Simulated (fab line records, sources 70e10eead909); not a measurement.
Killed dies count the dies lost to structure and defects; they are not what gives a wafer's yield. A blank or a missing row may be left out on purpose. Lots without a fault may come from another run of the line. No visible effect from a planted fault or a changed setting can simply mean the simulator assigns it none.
Commonality check across tools + flow nand-harc + 42 wafers sampled across 12 lots

## WHAT PROMPTED THE OPENING
On 2 of the 12 lots, a flag is raised at NHARC_P_GATE_INSPECT_28 on the reading raw-defect-count. Wafers without a fault read 7, standard deviation 3.1.
Rule: a lot is flagged when every wafer of it that has a number lies more than 4 standard deviations from that mean, or none has a number. The rest of the lots are taken to be sound.

| lot  | measured     | on                | raw-defect-count, wafer by wafer | flag    |
|------|--------------|-------------------|----------------------------------|---------|
| L203 | day 4 20:14  | defect-inspect-02 | 9 7 8                            |         |
| L202 | day 4 20:25  | defect-inspect-01 | 5 8 4                            |         |
| L204 | day 5 07:46  | defect-inspect-01 | 6 7 16                           |         |
| L205 | day 5 08:37  | defect-inspect-01 | 10 6 4                           |         |
| L207 | day 5 17:52  | defect-inspect-02 | 7 12 2                           |         |
| L209 | day 6 17:46  | defect-inspect-01 | 4 5 13                           |         |
| L211 | day 6 23:14  | defect-inspect-01 | 10 8 3                           |         |
| L212 | day 7 03:30  | defect-inspect-01 | 6 8 9                            |         |
| L218 | day 8 15:53  | defect-inspect-01 | 450 454 436 450 461 439          | FLAGGED |
| L220 | day 9 08:22  | defect-inspect-01 | 509 453 432 498 457 434          | FLAGGED |
| L223 | day 10 00:19 | defect-inspect-01 | 8 9 11                           |         |
| L225 | day 10 13:44 | defect-inspect-01 | 9 9 6                            |         |
Flagged lots average 456: +449 relative to the usual, that is +99 or more standard deviations.

## TOOL THAT RAN EACH LOT
The record holds 1 process step before the reading, out of a route of 1159 steps. Every cell lists first the tool, next ch and the chambers used by the sampled wafers, and last the start.
| lot  | flag    | NHARC_P_STI_CMP_21           |
|------|---------|------------------------------|
| L203 |         | cmp-01 ch 2,3, day 3 12:03   |
| L202 |         | cmp-02 ch 1,3, day 3 12:05   |
| L204 |         | cmp-02 ch 0,1, day 4 01:04   |
| L205 |         | cmp-03 ch 0,1,2, day 4 01:04 |
| L207 |         | cmp-03 ch 0,1,3, day 4 10:40 |
| L209 |         | cmp-02 ch 0,3, day 5 04:29   |
| L211 |         | cmp-02 ch 1,2,3, day 5 13:20 |
| L212 |         | cmp-01 ch 0,1,3, day 5 19:32 |
| L218 | FLAGGED | cmp-03 ch 0,2,3, day 7 07:34 |
| L220 | FLAGGED | cmp-03 ch 1,2, day 7 20:03   |
| L223 |         | cmp-01 ch 0,3, day 8 18:27   |
| L225 |         | cmp-01 ch 2,3, day 9 02:10   |
What the steps here do:
- NHARC_P_STI_CMP_21: polishes, t overpolish 20 s, target thk 380.67 nm.
- NHARC_P_GATE_INSPECT_28

## FLAGGED OVER TOTAL, TOOL BY TOOL (the gauges that took the reading come last)
| step                    | tool              | lots run | flagged | share of the flagged lots | sound lots run after its first flagged lot |
|-------------------------|-------------------|----------|---------|---------------------------|--------------------------------------------|
| NHARC_P_STI_CMP_21      | cmp-01            | 4        | 0       | none                      | -                                          |
| NHARC_P_STI_CMP_21      | cmp-02            | 4        | 0       | none                      | -                                          |
| NHARC_P_STI_CMP_21      | cmp-03            | 4        | 2       | all                       | 0                                          |
| NHARC_P_GATE_INSPECT_28 | defect-inspect-01 | 10       | 2       | all                       | 2 (L223,L225)                              |
| NHARC_P_GATE_INSPECT_28 | defect-inspect-02 | 2        | 0       | none                      | -                                          |

## WHAT THE TABLE PERMITS
Table rows that saw every flagged lot: 2, namely cmp-03 at NHARC_P_STI_CMP_21 and defect-inspect-01 at NHARC_P_GATE_INSPECT_28.
- cmp-03 at NHARC_P_STI_CMP_21: 2 of its 4 lots flagged. A fault beginning between L207 (day 4 10:40), its last sound lot, and L218 (day 7 07:34), its first flagged one, fits the data.
- defect-inspect-01 at NHARC_P_GATE_INSPECT_28: 2 of its 10 lots flagged. After the first flagged lot (L223, L225), sound lots still ran on it; a lasting fault on the whole tool would not permit that.
cmp-03 at NHARC_P_STI_CMP_21 is the single tool remaining.

## WHAT THE SIMULATOR HAD INSERTED
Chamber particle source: cmp-03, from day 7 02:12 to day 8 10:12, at NHARC_P_STI_CMP_21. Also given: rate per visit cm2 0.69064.
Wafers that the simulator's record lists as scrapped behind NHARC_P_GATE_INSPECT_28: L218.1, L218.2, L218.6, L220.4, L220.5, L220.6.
Struck lots among those shown: L218, L220. The rule above found the same.
